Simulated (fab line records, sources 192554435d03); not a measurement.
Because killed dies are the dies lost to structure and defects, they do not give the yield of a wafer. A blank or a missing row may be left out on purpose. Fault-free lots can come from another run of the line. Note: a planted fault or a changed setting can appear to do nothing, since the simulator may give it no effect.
Which tool did it? | flow n5_finfet | 24 lots with 72 wafers sampled at 6 steps, on a route of 1938 steps

== WHAT THE GAUGES SHOWED, per wafer ==
N5_BEOL_M11_CD_MEAS_18: pitch 140 nm, target cd 70 nm.
lot  | measured     | on        | cd_nm (nm)
L074 | day 10 06:42 | cd_sem-02 | 70.8 70.4 70.1
L075 | day 10 14:46 | cd_sem-03 | 70.8 70.0 70.8
L076 | day 11 06:28 | cd_sem-02 | 70.0 70.9 70.6
L080 | day 11 22:10 | cd_sem-02 | 69.6 69.8 69.7
L077 | day 12 02:34 | cd_sem-02 | 69.7 69.3 69.6
L078 | day 12 02:51 | cd_sem-01 | 69.8 70.5 70.7
L079 | day 12 02:52 | cd_sem-03 | 69.8 69.4 69.5
L083 | day 12 08:02 | cd_sem-02 | 71.1 69.9 71.4
L082 | day 12 08:18 | cd_sem-02 | 71.1 71.3 70.5
L081 | day 12 16:59 | cd_sem-02 | 71.0 70.9 69.4
L084 | day 13 11:05 | cd_sem-02 | 70.7 71.4 70.3
L085 | day 13 18:41 | cd_sem-01 | 70.1 70.0 69.8
L086 | day 13 23:03 | cd_sem-01 | 71.7 69.4 71.2
L088 | day 14 02:50 | cd_sem-02 | 70.1 70.5 70.2
L087 | day 14 07:07 | cd_sem-01 | 71.4 70.9 70.6
L089 | day 14 20:15 | cd_sem-02 | 71.2 71.1 70.3
L090 | day 15 03:50 | cd_sem-03 | 71.3 70.8 69.8
L091 | day 15 04:26 | cd_sem-03 | 69.5 69.1 69.1
L092 | day 15 04:59 | cd_sem-02 | 68.8 70.4 70.2
L093 | day 15 10:48 | cd_sem-02 | 69.3 68.9 68.9
L094 | day 16 04:13 | cd_sem-02 | 68.8 68.7 68.7
L095 | day 16 04:31 | cd_sem-03 | 71.1 69.7 69.9
L096 | day 16 15:41 | cd_sem-03 | 69.3 70.3 69.9
L097 | day 16 19:35 | cd_sem-01 | 68.2 69.7 69.5

N5_BEOL_M12_CD_MEAS_10: target cd 140 nm.
lot  | measured     | on        | cd_nm (nm)
L074 | day 10 14:24 | cd_sem-02 | 139.0 142.6 144.2
L075 | day 10 21:50 | cd_sem-02 | 138.6 139.6 139.5
L076 | day 11 10:40 | cd_sem-01 | 144.0 142.1 143.3
L080 | day 12 04:08 | cd_sem-01 | 141.0 142.5 144.2
L077 | day 12 10:16 | cd_sem-02 | 141.5 142.8 142.7
L078 | day 12 09:59 | cd_sem-01 | 142.6 142.9 141.6
L079 | day 12 09:37 | cd_sem-02 | 140.6 139.4 140.5
L083 | day 12 14:01 | cd_sem-01 | 140.8 142.7 143.3
L082 | day 12 14:14 | cd_sem-02 | 138.0 137.3 137.7
L081 | day 12 21:13 | cd_sem-01 | 141.5 138.4 136.4
L084 | day 13 15:25 | cd_sem-01 | 142.0 143.6 140.2
L085 | day 14 00:15 | cd_sem-02 | 138.0 137.6 141.1
L086 | day 14 04:39 | cd_sem-02 | 141.4 141.0 141.7
L088 | day 14 09:13 | cd_sem-01 | 140.7 140.8 140.3
L087 | day 14 16:41 | cd_sem-02 | 139.7 142.4 143.4
L089 | day 15 02:23 | cd_sem-03 | 142.3 140.4 139.9
L090 | day 15 11:11 | cd_sem-01 | 138.2 138.1 139.8
L091 | day 15 11:00 | cd_sem-02 | 139.9 138.9 138.1
L092 | day 15 11:43 | cd_sem-03 | 143.0 142.0 143.6
L093 | day 15 16:19 | cd_sem-01 | 140.5 138.8 139.0
L094 | day 16 09:19 | cd_sem-01 | 139.8 141.0 139.0
L095 | day 16 10:29 | cd_sem-03 | 139.9 139.5 140.5
L096 | day 16 21:52 | cd_sem-01 | 138.1 138.5 139.1
L097 | day 17 00:38 | cd_sem-03 | 134.8 138.7 137.4

== WHAT TOOL EACH LOT RAN ON (gives the tool, then ch and the chambers of the sampled wafers, and finally the start) ==
lot  | N5_BEOL_M11_CURE_71           | N5_BEOL_M11_DESCUM_33              | N5_BEOL_M11_ETCH_41                           | N5_BEOL_M11_ALD_74
L074 | uv_cure-01 ch 1, day 10 02:45 | rie_diel-01 ch 0,2,3, day 10 09:22 | rie_diel-01 ch 0,2,3, day 10 10:36 or earlier | ald_metal-02 ch 0,2, day 10 10:36
L075 | uv_cure-01 ch 0, day 10 11:50 | rie_diel-01 ch 1,2, day 10 18:16   | rie_diel-01 ch 1,2, day 10 19:29 or earlier   | ald_metal-01 ch 0,2,3, day 10 19:29
L076 | uv_cure-01 ch 1, day 11 04:17 | rie_diel-01 ch 1,3, day 11 07:01   | rie_diel-01 ch 1,3, day 11 08:35 or earlier   | ald_metal-02 ch 1,2,3, day 11 08:35
L080 | uv_cure-01 ch 2, day 11 18:27 | rie_diel-05 ch 0,3, day 12 00:38   | rie_diel-05 ch 0,3, day 12 02:06 or earlier   | ald_metal-02 ch 0,1,3, day 12 02:06
L077 | uv_cure-02 ch 2, day 11 23:19 | rie_diel-05 ch 1,2,3, day 12 06:23 | rie_diel-05 ch 1,2,3, day 12 07:40 or earlier | ald_metal-02 ch 1,2,3, day 12 07:40
L078 | uv_cure-02 ch 2, day 12 00:04 | rie_diel-01 ch 1,3, day 12 05:25   | rie_diel-01 ch 1,3, day 12 07:36 or earlier   | ald_metal-01 ch 0,1, day 12 07:36
L079 | uv_cure-03 ch 0, day 12 00:06 | rie_diel-01 ch 1,2,3, day 12 06:13 | rie_diel-01 ch 1,2,3, day 12 07:30 or earlier | ald_metal-03 ch 0,1,3, day 12 07:30
L083 | uv_cure-01 ch 0, day 12 04:05 | rie_diel-01 ch 0,1, day 12 08:45   | rie_diel-01 ch 0,1, day 12 10:11 or earlier   | ald_metal-03 ch 0,1,3, day 12 10:11
L082 | uv_cure-03 ch 2, day 12 06:02 | rie_diel-06 ch 2,3, day 12 09:01   | rie_diel-06 ch 2,3, day 12 10:19 or earlier   | ald_metal-01 ch 0,1,2, day 12 10:19
L081 | uv_cure-02 ch 0, day 12 13:26 | rie_diel-01 ch 2,3, day 12 17:31   | rie_diel-01 ch 2,3, day 12 19:02 or earlier   | ald_metal-03 ch 1,2,3, day 12 19:02
L084 | uv_cure-03 ch 1, day 13 07:01 | rie_diel-06 ch 1,2,3, day 13 11:33 | rie_diel-06 ch 1,2,3, day 13 12:52 or earlier | ald_metal-03 ch 0,1,3, day 13 12:52
L085 | uv_cure-03 ch 0, day 13 14:20 | rie_diel-05 ch 0,3, day 13 20:38   | rie_diel-05 ch 0,3, day 13 22:08 or earlier   | ald_metal-01 ch 0,2,3, day 13 22:08
L086 | uv_cure-02 ch 2, day 13 20:28 | rie_diel-06 ch 1,2,3, day 14 01:06 | rie_diel-06 ch 1,2,3, day 14 02:16 or earlier | ald_metal-01 ch 0,2, day 14 02:16
L088 | uv_cure-01 ch 1, day 13 23:55 | rie_diel-06 ch 0,1,2, day 14 05:47 | rie_diel-06 ch 0,1,2, day 14 06:56 or earlier | ald_metal-01 ch 0,2,3, day 14 06:56
L087 | uv_cure-01 ch 0, day 14 03:40 | rie_diel-01 ch 0,2, day 14 10:39   | rie_diel-01 ch 0,2, day 14 12:10 or earlier   | ald_metal-03 ch 0,1,3, day 14 12:10
L089 | uv_cure-01 ch 1, day 14 17:51 | rie_diel-05 ch 1,2, day 14 22:52   | rie_diel-05 ch 1,2, day 15 00:25 or earlier   | ald_metal-02 ch 0,2,3, day 15 00:25
L090 | uv_cure-02 ch 2, day 14 22:46 | rie_diel-06 ch 1,2,3, day 15 06:04 | rie_diel-06 ch 1,2,3, day 15 07:35 or earlier | ald_metal-03 ch 0,2, day 15 07:35
L091 | uv_cure-01 ch 2, day 14 23:43 | rie_diel-05 ch 0,1,2, day 15 05:39 | rie_diel-05 ch 0,1,2, day 15 07:30 or earlier | ald_metal-02 ch 0,2, day 15 07:30
L092 | uv_cure-03 ch 1, day 15 01:08 | rie_diel-01 ch 1,2,3, day 15 06:20 | rie_diel-01 ch 1,2,3, day 15 09:25 or earlier | ald_metal-03 ch 0,1,2, day 15 09:25
L093 | uv_cure-02 ch 2, day 15 07:51 | rie_diel-01 ch 1,3, day 15 12:23   | rie_diel-01 ch 1,3, day 15 13:43 or earlier   | ald_metal-03 ch 2,3, day 15 13:43
L094 | uv_cure-03 ch 1, day 16 00:20 | rie_diel-06 ch 0,1,2, day 16 04:49 | rie_diel-06 ch 0,1,2, day 16 06:48 or earlier | ald_metal-03 ch 0,1,2, day 16 06:48
L095 | uv_cure-03 ch 2, day 16 01:29 | rie_diel-06 ch 0,2,3, day 16 06:13 | rie_diel-06 ch 0,2,3, day 16 07:49 or earlier | ald_metal-03 ch 0,1,3, day 16 07:49
L096 | uv_cure-01 ch 0, day 16 13:13 | rie_diel-01 ch 0,1, day 16 17:56   | rie_diel-01 ch 0,1, day 16 19:06 or earlier   | ald_metal-03 ch 1,3, day 16 19:06
L097 | uv_cure-03 ch 1, day 16 16:08 | rie_diel-01 ch 0,1,2, day 16 20:19 | rie_diel-01 ch 0,1,2, day 16 22:07 or earlier | ald_metal-02 ch 0,2, day 16 22:07
- N5_BEOL_M11_CURE_71: cures SiCOH lowk, time 240 s.
- N5_BEOL_M11_DESCUM_33: chemistry O2, time 7.9 s.
- N5_BEOL_M11_ETCH_41: etches SiCN in CH3F/O2, target depth 42.6 nm, time 86 s.
- N5_BEOL_M11_ALD_74: deposits TaN, target thk 2 nm, pulse time 2 s, purge time 3 s.

== WHAT THE TOOLS THEMSELVES READ (means of the sampled wafers that have a number; where no wafer has one, the mark that the record gives instead) ==
N5_BEOL_M11_CURE_71.
lot  | tool       | lamp_power_pct (%) | wafer_temp_C_max
L074 | uv_cure-01 | 52.29              | 387.9
L075 | uv_cure-01 | 52.31              | 387.6
L076 | uv_cure-01 | 52.31              | 388.6
L080 | uv_cure-01 | 52.31              | 386.3
L077 | uv_cure-02 | 52.26              | 386.6
L078 | uv_cure-02 | 52.37              | 387.0
L079 | uv_cure-03 | 52.28              | 386.8
L083 | uv_cure-01 | 52.31              | 387.4
L082 | uv_cure-03 | 52.31              | 386.7
L081 | uv_cure-02 | 52.35              | 386.7
L084 | uv_cure-03 | 52.35              | 386.6
L085 | uv_cure-03 | 52.29              | 386.5
L086 | uv_cure-02 | 52.28              | 387.1
L088 | uv_cure-01 | 52.28              | 387.9
L087 | uv_cure-01 | 52.29              | 387.8
L089 | uv_cure-01 | 52.34              | 387.8
L090 | uv_cure-02 | 52.31              | 386.8
L091 | uv_cure-01 | 52.34              | 386.0
L092 | uv_cure-03 | 52.35              | 386.8
L093 | uv_cure-02 | 52.32              | 387.4
L094 | uv_cure-03 | 52.31              | 386.4
L095 | uv_cure-03 | 52.38              | 386.7
L096 | uv_cure-01 | 52.29              | 387.7
L097 | uv_cure-03 | 52.35              | 386.5

N5_BEOL_M11_DESCUM_33.
lot  | tool        | drypump_motor_current_A (A) | oes_product_au (a.u.) | rf_fwd_power_W (W) | rf_vpp_V (V) | showerhead_plenum_p_Torr (Torr) | throttle_valve_pct (%)
L074 | rie_diel-01 | 5.9                         | 0.75                  | 49.31              | 243.9        | 2.12                            | 20.38
L075 | rie_diel-01 | 6.3                         | 0.76                  | 49.28              | 243.3        | 2.12                            | 20.16
L076 | rie_diel-01 | 5.9                         | 0.73                  | 49.30              | 244.3        | 2.16                            | 20.30
L080 | rie_diel-05 | 5.6                         | 0.72                  | 49.15              | 243.0        | 2.05                            | 20.66
L077 | rie_diel-05 | 5.8                         | 0.78                  | 49.03              | 243.5        | 2.09                            | 20.35
L078 | rie_diel-01 | 5.9                         | 0.72                  | 49.22              | 245.2        | 2.16                            | 20.30
L079 | rie_diel-01 | 6.1                         | 0.72                  | 49.44              | 243.1        | 2.11                            | 20.25
L083 | rie_diel-01 | 6.0                         | 0.77                  | 49.49              | 244.2        | 2.20                            | 20.29
L082 | rie_diel-06 | 6.3                         | 0.72                  | 49.33              | 243.7        | 2.09                            | 20.49
L081 | rie_diel-01 | 5.9                         | 0.70                  | 49.37              | 243.6        | 2.09                            | 20.35
L084 | rie_diel-06 | 6.1                         | 0.75                  | 49.54              | 243.2        | 2.10                            | 20.46
L085 | rie_diel-05 | 5.7                         | 0.71                  | 48.96              | 243.1        | 2.10                            | 20.66
L086 | rie_diel-06 | 6.2                         | 0.75                  | 49.49              | 242.9        | 2.10                            | 20.46
L088 | rie_diel-06 | 5.7                         | 0.81                  | 49.24              | 243.8        | 2.14                            | 20.53
L087 | rie_diel-01 | 5.7                         | 0.75                  | 49.22              | 242.9        | 2.13                            | 20.51
L089 | rie_diel-05 | 5.8                         | 0.92                  | 49.09              | 243.6        | 2.17                            | 20.19
L090 | rie_diel-06 | 6.1                         | 0.75                  | 49.33              | 242.8        | 2.10                            | 20.47
L091 | rie_diel-05 | 5.7                         | 0.86                  | 49.21              | 243.2        | 2.12                            | 20.28
L092 | rie_diel-01 | 6.1                         | 0.71                  | 49.39              | 243.2        | 2.10                            | 20.29
L093 | rie_diel-01 | 5.9                         | 0.71                  | 49.39              | 243.4        | 2.15                            | 20.34
L094 | rie_diel-06 | 5.7                         | 0.79                  | 49.10              | 243.5        | 2.14                            | 20.55
L095 | rie_diel-06 | 5.9                         | 0.77                  | 49.33              | 244.2        | 2.14                            | 20.59
L096 | rie_diel-01 | 5.8                         | 0.75                  | 49.37              | 244.4        | 2.18                            | 20.49
L097 | rie_diel-01 | 6.0                         | 0.72                  | 49.35              | 242.9        | 2.11                            | 20.37

N5_BEOL_M11_ETCH_41.
lot  | tool        | CH3F_flow_sccm (sccm) | drypump_motor_current_A (A) | oes_product_au (a.u.) | rf_fwd_power_W (W) | rf_vpp_V (V) | showerhead_plenum_p_Torr (Torr) | throttle_valve_pct (%)
L074 | rie_diel-01 | 30.00                 | 5.9                         | 0.74                  | 391.1              | 298.2        | 2.03                            | 16.31
L075 | rie_diel-01 | 29.97                 | 6.3                         | 0.76                  | 392.4              | 297.6        | 2.03                            | 16.09
L076 | rie_diel-01 | 30.03                 | 5.9                         | 0.73                  | 393.1              | 299.2        | 2.07                            | 16.23
L080 | rie_diel-05 | 30.09                 | 5.6                         | 0.72                  | 392.9              | 296.7        | 1.97                            | 16.56
L077 | rie_diel-05 | 29.96                 | 5.8                         | 0.78                  | 391.8              | 297.0        | 2.00                            | 16.29
L078 | rie_diel-01 | 30.06                 | 6.0                         | 0.72                  | 391.9              | 298.4        | 2.07                            | 16.25
L079 | rie_diel-01 | 30.02                 | 6.1                         | 0.73                  | 393.0              | 298.5        | 2.01                            | 16.21
L083 | rie_diel-01 | 30.05                 | 6.0                         | 0.78                  | 393.2              | 298.5        | 2.09                            | 16.17
L082 | rie_diel-06 | 29.94                 | 6.4                         | 0.71                  | 392.5              | 295.9        | 1.99                            | 16.33
L081 | rie_diel-01 | 30.07                 | 5.9                         | 0.70                  | 392.2              | 298.1        | 2.01                            | 16.32
L084 | rie_diel-06 | 29.91                 | 6.2                         | 0.74                  | 393.2              | 297.5        | 2.01                            | 16.36
L085 | rie_diel-05 | 30.01                 | 5.7                         | 0.69                  | 390.6              | 297.3        | 2.01                            | 16.60
L086 | rie_diel-06 | 29.95                 | 6.2                         | 0.74                  | 392.2              | 297.1        | 2.01                            | 16.36
L088 | rie_diel-06 | 30.00                 | 5.7                         | 0.79                  | 391.5              | 297.3        | 2.05                            | 16.40
L087 | rie_diel-01 | 29.99                 | 5.8                         | 0.75                  | 392.4              | 297.9        | 2.03                            | 16.41
L089 | rie_diel-05 | 30.02                 | 5.8                         | 0.91                  | 392.4              | 298.2        | 2.07                            | 16.00
L090 | rie_diel-06 | 30.04                 | 6.2                         | 0.74                  | 392.1              | 297.2        | 2.01                            | 16.37
L091 | rie_diel-05 | 30.01                 | 5.7                         | 0.84                  | 391.8              | 297.2        | 2.02                            | 16.16
L092 | rie_diel-01 | 29.96                 | 6.2                         | 0.71                  | 392.0              | 297.3        | 2.00                            | 16.25
L093 | rie_diel-01 | 30.01                 | 5.9                         | 0.70                  | 391.5              | 298.3        | 2.06                            | 16.29
L094 | rie_diel-06 | 29.97                 | 5.7                         | 0.78                  | 392.8              | 298.5        | 2.04                            | 16.42
L095 | rie_diel-06 | 30.05                 | 5.9                         | 0.77                  | 390.5              | 297.9        | 2.04                            | 16.42
L096 | rie_diel-01 | 30.10                 | 5.8                         | 0.75                  | 392.4              | 298.9        | 2.09                            | 16.36
L097 | rie_diel-01 | 30.01                 | 6.1                         | 0.73                  | 391.8              | 297.6        | 2.02                            | 16.31

N5_BEOL_M11_ALD_74.
lot  | tool         | heater_power_w (W) | precursor_vessel_temp_c (C)
L074 | ald_metal-02 | 403                | 74.85
L075 | ald_metal-01 | 383                | 75.02
L076 | ald_metal-02 | 406                | 75.00
L080 | ald_metal-02 | 394                | 75.01
L077 | ald_metal-02 | 401                | 75.10
L078 | ald_metal-01 | 417                | 74.92
L079 | ald_metal-03 | 380                | 75.01
L083 | ald_metal-03 | 376                | 75.01
L082 | ald_metal-01 | 412                | 75.03
L081 | ald_metal-03 | 407                | 75.02
L084 | ald_metal-03 | 379                | 74.96
L085 | ald_metal-01 | 386                | 74.92
L086 | ald_metal-01 | 398                | 74.92
L088 | ald_metal-01 | 383                | 75.03
L087 | ald_metal-03 | 375                | 75.08
L089 | ald_metal-02 | 400                | 75.03
L090 | ald_metal-03 | 443                | 75.02
L091 | ald_metal-02 | 401                | 75.02
L092 | ald_metal-03 | 422                | 75.04
L093 | ald_metal-03 | 425                | 75.01
L094 | ald_metal-03 | 430                | 74.83
L095 | ald_metal-03 | 376                | 75.06
L096 | ald_metal-03 | 357                | 74.91
L097 | ald_metal-02 | 391                | 74.92

== THE ANSWER, worked out from the rows above alone ==
Rule: the lots themselves supply what counts as usual. Put in order of their means at a reading, lots are off if they are a third of the lots or fewer, leave a main group of 4 or more, and stand apart from it by a gap of 3 or more times the standard deviation of the main group's means; of several such gaps the widest counts. Not used: any main group whose means are identical at the precision the tables above print for the reading. Also off: a lot with no number at a reading for which 4 or more lots have one. All remaining lots with rows at the step are treated as sound. Order of review: gauges by route order, followed by the tools' own readings, for which a lot's mean as printed above is used. At the first step where some lot is off, the reading lying furthest off is the one used; lots without a number count as furthest.
Nothing can be told from this: no lot is off at any reading shown.

== WHAT THE SIMULATOR HAD INSERTED ==
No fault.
